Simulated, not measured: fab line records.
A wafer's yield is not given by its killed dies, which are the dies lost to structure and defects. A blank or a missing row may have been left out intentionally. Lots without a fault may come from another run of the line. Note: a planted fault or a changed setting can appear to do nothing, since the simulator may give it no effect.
Which of the tools did it? || flow nand harc || 11 lots with 33 wafers sampled at 6 steps, on a route of 1302 steps

== WHAT THE GAUGES SHOWED, per wafer ==
NHARC_A_CHANNEL_HOLE_D2_INSPECT_40.
{"lot": "L872", "measured": "day 13 22:43", "on": "defect inspect-01", "raw defect count": "261 314 232"}
{"lot": "L874", "measured": "day 14 17:10", "on": "defect inspect-01", "raw defect count": "355 332 280"}
{"lot": "L875", "measured": "day 15 09:47", "on": "defect inspect-01", "raw defect count": "296 228 243"}
{"lot": "L881", "measured": "day 17 18:52", "on": "defect inspect-02", "raw defect count": "433 532 419"}
{"lot": "L885", "measured": "day 19 14:46", "on": "defect inspect-01", "raw defect count": "726 861 759"}
{"lot": "L887", "measured": "day 20 02:56", "on": "defect inspect-01", "raw defect count": "808 924 718"}
{"lot": "L886", "measured": "day 20 02:56", "on": "defect inspect-02", "raw defect count": "269 237 379"}
{"lot": "L890", "measured": "day 21 11:10", "on": "defect inspect-02", "raw defect count": "150 169 237"}
{"lot": "L891", "measured": "day 22 03:08", "on": "defect inspect-01", "raw defect count": "159 160 319"}
{"lot": "L894", "measured": "day 22 15:26", "on": "defect inspect-01", "raw defect count": "187 132 219"}
{"lot": "L893", "measured": "day 22 17:07", "on": "defect inspect-01", "raw defect count": "285 237 309"}

NHARC_END_SORT_01.
{"lot": "L885", "measured": "day 30 09:41", "on": "prober-01", "killed at array": "68 95 74", "killed at other": "0 0 0", "killed at periphery": "5 1 3", "killed dies": "73 96 77", "killed open": "5 5 3", "killed short": "2 4 2"}
{"lot": "L887", "measured": "day 30 09:40", "on": "prober-02", "killed at array": "116 84 99", "killed at other": "0 0 0", "killed at periphery": "0 5 7", "killed dies": "116 89 106", "killed open": "1 0 4", "killed short": "1 2 0"}

== EACH LOT AND THE TOOL THAT RAN IT (in order: tool; ch and the chambers of the sampled wafers; start) ==
{"lot": "L872", "NHARC_A_CHANNEL_HOLE_D2_ETCH_16": "rie diel-08 ch 1,2, day 13 16:20", "NHARC_A_CHANNEL_FILL_D2_ALD_14": "ald hk-01 ch 1,2, day 14 05:52", "NHARC_A_CHANNEL_FILL_D2_ALD_16": "ald hk-04 ch 0,3, day 14 11:02", "NHARC_A_CHANNEL_FILL_D2_ETCHBACK_19": "rie si-06 ch 0,1,3, day 14 22:50"}
{"lot": "L874", "NHARC_A_CHANNEL_HOLE_D2_ETCH_16": "rie diel-04 ch 0,2,3, day 14 10:48", "NHARC_A_CHANNEL_FILL_D2_ALD_14": "ald hk-04 ch 1,2,3, day 15 00:22", "NHARC_A_CHANNEL_FILL_D2_ALD_16": "ald hk-04 ch 1,2,3, day 15 05:34", "NHARC_A_CHANNEL_FILL_D2_ETCHBACK_19": "rie si-06 ch 0,1,3, day 15 17:34"}
{"lot": "L875", "NHARC_A_CHANNEL_HOLE_D2_ETCH_16": "rie diel-04 ch 1,2, day 15 03:17", "NHARC_A_CHANNEL_FILL_D2_ALD_14": "ald hk-01 ch 1,2, day 15 17:04", "NHARC_A_CHANNEL_FILL_D2_ALD_16": "ald hk-04 ch 2,3, day 15 22:11", "NHARC_A_CHANNEL_FILL_D2_ETCHBACK_19": "rie si-06 ch 0,1, day 16 09:29"}
{"lot": "L881", "NHARC_A_CHANNEL_HOLE_D2_ETCH_16": "rie diel-08 ch 1,3, day 17 11:34", "NHARC_A_CHANNEL_FILL_D2_ALD_14": "ald hk-01 ch 1,3, day 18 02:04", "NHARC_A_CHANNEL_FILL_D2_ALD_16": "ald hk-02 ch 1,3, day 18 07:13", "NHARC_A_CHANNEL_FILL_D2_ETCHBACK_19": "rie si-01 ch 0,1, day 18 19:10"}
{"lot": "L885", "NHARC_A_CHANNEL_HOLE_D2_ETCH_16": "rie diel-08 ch 0,1, day 19 08:26", "NHARC_A_CHANNEL_FILL_D2_ALD_14": "ald hk-01 ch 0,3, day 19 21:58", "NHARC_A_CHANNEL_FILL_D2_ALD_16": "ald hk-01 ch 1,2, day 20 03:10", "NHARC_A_CHANNEL_FILL_D2_ETCHBACK_19": "rie si-06 ch 2,3, day 20 14:59"}
{"lot": "L887", "NHARC_A_CHANNEL_HOLE_D2_ETCH_16": "rie diel-08 ch 0,1,2, day 19 18:27", "NHARC_A_CHANNEL_FILL_D2_ALD_14": "ald hk-02 ch 0,2, day 20 10:14", "NHARC_A_CHANNEL_FILL_D2_ALD_16": "ald hk-01 ch 0,1, day 20 15:25", "NHARC_A_CHANNEL_FILL_D2_ETCHBACK_19": "rie si-06 ch 1,3, day 21 03:16"}
{"lot": "L886", "NHARC_A_CHANNEL_HOLE_D2_ETCH_16": "rie diel-09 ch 0,2, day 19 19:36", "NHARC_A_CHANNEL_FILL_D2_ALD_14": "ald hk-04 ch 1,2,3, day 20 10:14", "NHARC_A_CHANNEL_FILL_D2_ALD_16": "ald hk-02 ch 0,3, day 20 15:25", "NHARC_A_CHANNEL_FILL_D2_ETCHBACK_19": "rie si-01 ch 0,1,2, day 21 03:17"}
{"lot": "L890", "NHARC_A_CHANNEL_HOLE_D2_ETCH_16": "rie diel-09 ch 2,3, day 21 02:23", "NHARC_A_CHANNEL_FILL_D2_ALD_14": "ald hk-01 ch 0,1, day 21 18:28", "NHARC_A_CHANNEL_FILL_D2_ALD_16": "ald hk-02 ch 0,2,3, day 21 23:39", "NHARC_A_CHANNEL_FILL_D2_ETCHBACK_19": "rie si-06 ch 0,1,3, day 22 12:56"}
{"lot": "L891", "NHARC_A_CHANNEL_HOLE_D2_ETCH_16": "rie diel-04 ch 0,1, day 21 20:47", "NHARC_A_CHANNEL_FILL_D2_ALD_14": "ald hk-01 ch 0,1,2, day 22 10:21", "NHARC_A_CHANNEL_FILL_D2_ALD_16": "ald hk-02 ch 0,1,2, day 22 15:30", "NHARC_A_CHANNEL_FILL_D2_ETCHBACK_19": "rie si-06 ch 0,1,3, day 23 04:07"}
{"lot": "L894", "NHARC_A_CHANNEL_HOLE_D2_ETCH_16": "rie diel-08 ch 1,3, day 22 08:59", "NHARC_A_CHANNEL_FILL_D2_ALD_14": "ald hk-02 ch 0,3, day 22 22:38", "NHARC_A_CHANNEL_FILL_D2_ALD_16": "ald hk-01 ch 1,2, day 23 03:51", "NHARC_A_CHANNEL_FILL_D2_ETCHBACK_19": "rie si-04 ch 1,3, day 23 15:39"}
{"lot": "L893", "NHARC_A_CHANNEL_HOLE_D2_ETCH_16": "rie diel-04 ch 0,1, day 22 10:37", "NHARC_A_CHANNEL_FILL_D2_ALD_14": "ald hk-04 ch 0,1,3, day 22 22:44", "NHARC_A_CHANNEL_FILL_D2_ALD_16": "ald hk-01 ch 2,3, day 23 04:02", "NHARC_A_CHANNEL_FILL_D2_ETCHBACK_19": "rie si-06 ch 0,1, day 23 15:38"}
- NHARC_A_CHANNEL_HOLE_D2_ETCH_16: etches the open film in O2/COS, target depth 3100 nm, time 806 s.
- NHARC_A_CHANNEL_FILL_D2_ALD_14: deposits SiO2, target thk 2.5 nm, pulse time 10 s, ald cycles 25.
- NHARC_A_CHANNEL_FILL_D2_ALD_16: deposits SiO2, target thk 1.5 nm, pulse time 10 s, ald cycles 15.
- NHARC_A_CHANNEL_FILL_D2_ETCHBACK_19: etches the open film in HBr/Cl2, target depth 5 nm, time 1.7 s.

== AS READ BY THE TOOLS THEMSELVES (means over the sampled wafers that have a number; for cases with no such wafer, the mark the record gives instead) ==
NHARC_A_CHANNEL_HOLE_D2_ETCH_16.
{"lot": "L872", "tool": "rie diel-08", "drypump motor current A (A)": 6.5, "oes product au (a.u.)": 1.011, "rf vpp V (V)": 314.6, "showerhead plenum p Torr (Torr)": 3.14, "throttle valve pct (%)": 28.324}
{"lot": "L874", "tool": "rie diel-04", "drypump motor current A (A)": 6.0, "oes product au (a.u.)": 0.997, "rf vpp V (V)": 315.6, "showerhead plenum p Torr (Torr)": 3.14, "throttle valve pct (%)": 28.338}
{"lot": "L875", "tool": "rie diel-04", "drypump motor current A (A)": 5.7, "oes product au (a.u.)": 0.979, "rf vpp V (V)": 312.6, "showerhead plenum p Torr (Torr)": 3.03, "throttle valve pct (%)": 28.341}
{"lot": "L881", "tool": "rie diel-08", "drypump motor current A (A)": 6.0, "oes product au (a.u.)": 1.005, "rf vpp V (V)": 316.1, "showerhead plenum p Torr (Torr)": 3.25, "throttle valve pct (%)": 28.330}
{"lot": "L885", "tool": "rie diel-08", "drypump motor current A (A)": 5.8, "oes product au (a.u.)": 1.005, "rf vpp V (V)": 314.6, "showerhead plenum p Torr (Torr)": 3.12, "throttle valve pct (%)": 28.318}
{"lot": "L887", "tool": "rie diel-08", "drypump motor current A (A)": 6.1, "oes product au (a.u.)": 1.001, "rf vpp V (V)": 313.2, "showerhead plenum p Torr (Torr)": 3.11, "throttle valve pct (%)": 28.335}
{"lot": "L886", "tool": "rie diel-09", "drypump motor current A (A)": 5.9, "oes product au (a.u.)": 1.007, "rf vpp V (V)": 313.1, "showerhead plenum p Torr (Torr)": 3.09, "throttle valve pct (%)": 28.325}
{"lot": "L890", "tool": "rie diel-09", "drypump motor current A (A)": 6.0, "oes product au (a.u.)": 0.986, "rf vpp V (V)": 313.5, "showerhead plenum p Torr (Torr)": 3.13, "throttle valve pct (%)": 28.336}
{"lot": "L891", "tool": "rie diel-04", "drypump motor current A (A)": 5.7, "oes product au (a.u.)": 0.996, "rf vpp V (V)": 313.0, "showerhead plenum p Torr (Torr)": 3.06, "throttle valve pct (%)": 28.330}
{"lot": "L894", "tool": "rie diel-08", "drypump motor current A (A)": 6.0, "oes product au (a.u.)": 1.008, "rf vpp V (V)": 315.3, "showerhead plenum p Torr (Torr)": 3.20, "throttle valve pct (%)": 28.328}
{"lot": "L893", "tool": "rie diel-04", "drypump motor current A (A)": 5.7, "oes product au (a.u.)": 0.999, "rf vpp V (V)": 313.4, "showerhead plenum p Torr (Torr)": 3.06, "throttle valve pct (%)": 28.326}

NHARC_A_CHANNEL_FILL_D2_ALD_14.
{"lot": "L872", "tool": "ald hk-01", "heater power w (W)": 503, "precursor pulse height rel": 1.003}
{"lot": "L874", "tool": "ald hk-04", "heater power w (W)": 463, "precursor pulse height rel": 1.003}
{"lot": "L875", "tool": "ald hk-01", "heater power w (W)": 503, "precursor pulse height rel": 1.019}
{"lot": "L881", "tool": "ald hk-01", "heater power w (W)": 457, "precursor pulse height rel": 0.998}
{"lot": "L885", "tool": "ald hk-01", "heater power w (W)": 481, "precursor pulse height rel": 0.975}
{"lot": "L887", "tool": "ald hk-02", "heater power w (W)": 423, "precursor pulse height rel": 1.018}
{"lot": "L886", "tool": "ald hk-04", "heater power w (W)": 465, "precursor pulse height rel": 0.981}
{"lot": "L890", "tool": "ald hk-01", "heater power w (W)": 456, "precursor pulse height rel": 1.002}
{"lot": "L891", "tool": "ald hk-01", "heater power w (W)": 483, "precursor pulse height rel": 1.004}
{"lot": "L894", "tool": "ald hk-02", "heater power w (W)": 395, "precursor pulse height rel": 0.985}
{"lot": "L893", "tool": "ald hk-04", "heater power w (W)": 450, "precursor pulse height rel": 1.007}

NHARC_A_CHANNEL_FILL_D2_ALD_16.
{"lot": "L872", "tool": "ald hk-04", "heater power w (W)": 461, "precursor pulse height rel": 0.997}
{"lot": "L874", "tool": "ald hk-04", "heater power w (W)": 454, "precursor pulse height rel": 1.010}
{"lot": "L875", "tool": "ald hk-04", "heater power w (W)": 485, "precursor pulse height rel": 1.010}
{"lot": "L881", "tool": "ald hk-02", "heater power w (W)": 447, "precursor pulse height rel": 0.991}
{"lot": "L885", "tool": "ald hk-01", "heater power w (W)": 480, "precursor pulse height rel": 0.990}
{"lot": "L887", "tool": "ald hk-01", "heater power w (W)": 472, "precursor pulse height rel": 0.995}
{"lot": "L886", "tool": "ald hk-02", "heater power w (W)": 398, "precursor pulse height rel": 1.007}
{"lot": "L890", "tool": "ald hk-02", "heater power w (W)": 427, "precursor pulse height rel": 1.005}
{"lot": "L891", "tool": "ald hk-02", "heater power w (W)": 459, "precursor pulse height rel": 1.004}
{"lot": "L894", "tool": "ald hk-01", "heater power w (W)": 498, "precursor pulse height rel": 1.002}
{"lot": "L893", "tool": "ald hk-01", "heater power w (W)": 494, "precursor pulse height rel": 0.994}

NHARC_A_CHANNEL_FILL_D2_ETCHBACK_19.
{"lot": "L872", "tool": "rie si-06", "drypump motor current A (A)": 5.7, "hbr flow sccm (sccm)": 150.3, "oes product au (a.u.)": 0.984, "throttle valve pct (%)": 26.397}
{"lot": "L874", "tool": "rie si-06", "drypump motor current A (A)": 5.6, "hbr flow sccm (sccm)": 150.0, "oes product au (a.u.)": 0.995, "throttle valve pct (%)": 26.406}
{"lot": "L875", "tool": "rie si-06", "drypump motor current A (A)": 5.9, "hbr flow sccm (sccm)": 150.4, "oes product au (a.u.)": 0.999, "throttle valve pct (%)": 26.408}
{"lot": "L881", "tool": "rie si-01", "drypump motor current A (A)": 5.9, "hbr flow sccm (sccm)": 150.2, "oes product au (a.u.)": 1.012, "throttle valve pct (%)": 26.398}
{"lot": "L885", "tool": "rie si-06", "drypump motor current A (A)": 5.4, "hbr flow sccm (sccm)": 150.0, "oes product au (a.u.)": 1.003, "throttle valve pct (%)": 26.404}
{"lot": "L887", "tool": "rie si-06", "drypump motor current A (A)": 5.6, "hbr flow sccm (sccm)": 149.9, "oes product au (a.u.)": 0.992, "throttle valve pct (%)": 26.419}
{"lot": "L886", "tool": "rie si-01", "drypump motor current A (A)": 5.6, "hbr flow sccm (sccm)": 149.7, "oes product au (a.u.)": 1.015, "throttle valve pct (%)": 26.412}
{"lot": "L890", "tool": "rie si-06", "drypump motor current A (A)": 5.7, "hbr flow sccm (sccm)": 149.9, "oes product au (a.u.)": 1.004, "throttle valve pct (%)": 26.405}
{"lot": "L891", "tool": "rie si-06", "drypump motor current A (A)": 5.7, "hbr flow sccm (sccm)": 150.2, "oes product au (a.u.)": 0.984, "throttle valve pct (%)": 26.407}
{"lot": "L894", "tool": "rie si-04", "drypump motor current A (A)": 5.3, "hbr flow sccm (sccm)": 149.8, "oes product au (a.u.)": 0.994, "throttle valve pct (%)": 26.406}
{"lot": "L893", "tool": "rie si-06", "drypump motor current A (A)": 5.8, "hbr flow sccm (sccm)": 149.8, "oes product au (a.u.)": 0.991, "throttle valve pct (%)": 26.407}

== THE ANSWER, worked out from the rows above alone ==
Rule: usual is defined by the lots themselves. Put in order of their means at a reading, lots are off if they are a third of the lots or fewer, leave a main group of 4 or more, and stand apart from it by a gap of 3 or more times the standard deviation of the main group's means; of several such gaps the widest counts. The tables above print the reading to a certain number of digits; a main group whose means all agree to those digits is not used. A lot without any number at a reading at which 4 lots or more have one is off too. Where the step has rows for the other lots, those lots are counted as sound. First the gauges in route order, then the tools' own readings, where a lot's mean is used as printed above. At the first step where some lot is off, the reading lying furthest off is the one used; lots without a number count as furthest.
Off, at NHARC_A_CHANNEL_HOLE_D2_INSPECT_40 on raw defect count: L885, L887. Mean 273 and standard deviation 81 in the main group.
A tool fits if, at a process step before that reading, it ran every lot that is off, and no sound lot after the first of them. Gauges at NHARC_A_CHANNEL_HOLE_D2_INSPECT_40: tried the same way as those tools. None of those tried fits.

== WHAT THE SIMULATOR HAD INSERTED ==
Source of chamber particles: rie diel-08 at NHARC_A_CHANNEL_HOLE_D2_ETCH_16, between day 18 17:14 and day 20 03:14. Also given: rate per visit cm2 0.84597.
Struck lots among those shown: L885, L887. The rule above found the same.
